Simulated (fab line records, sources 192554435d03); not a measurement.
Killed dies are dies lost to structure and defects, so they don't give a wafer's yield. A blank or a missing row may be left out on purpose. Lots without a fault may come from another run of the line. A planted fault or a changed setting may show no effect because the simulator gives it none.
Chamber matching | flow n5_finfet | N5_DUMMY_REMOVAL_HM_STRIP_01 on rie_diel-06: 4 sister chambers
The step strips SiNx in CH3F/O2, stops on poly-Si, target depth 4 nm, time 6.8 s. 4 wafers are shown with their chamber, then 8 later ones without.

WAFERS WITH THEIR CHAMBER
wafer  | chamber | throttle_valve_pct (%)
L081.2 | 0       | 16.01
L081.5 | 2       | 16.37
L081.6 | 1       | 16.31
L084.1 | 3       | 16.65

WAFERS WITHOUT THEIR CHAMBER
wafer  | throttle_valve_pct (%)
L084.2 | 16.32
L084.3 | 16.39
L084.4 | 16.01
L084.5 | 16.30
L084.6 | 16.39
L087.1 | 16.41
L087.2 | 16.33
L087.5 | 16.05

WHICH CHAMBER EACH WENT THROUGH
wafer  | from the rows above     | in truth
L084.2 | can't be placed: 1 or 2 | 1
L084.3 | 2                       | 2
L084.4 | 0                       | 0
L084.5 | 1                       | 1
L084.6 | 2                       | 2
L087.1 | 2                       | 2
L087.2 | can't be placed: 1 or 2 | 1
L087.5 | 0                       | 0
Placed correctly: 6 of 8. Can't be placed from these rows: 2 (the true chamber is among the candidates in 2). Placed wrongly: 0.
How it was worked out, from the rows above alone: a wafer's distance from a chamber is the root of the sum, over the readings, of the square of ((its reading less the chamber's mean) divided by the reading's scatter). The wafer belongs to the nearest chamber; if the next one is less than 2 further off, it can't be placed. A chamber's mean is the mean of its shown wafers. The scatter: with one shown wafer a chamber, the root of the mean of the squares of how far each hidden wafer lies from its nearest shown one.
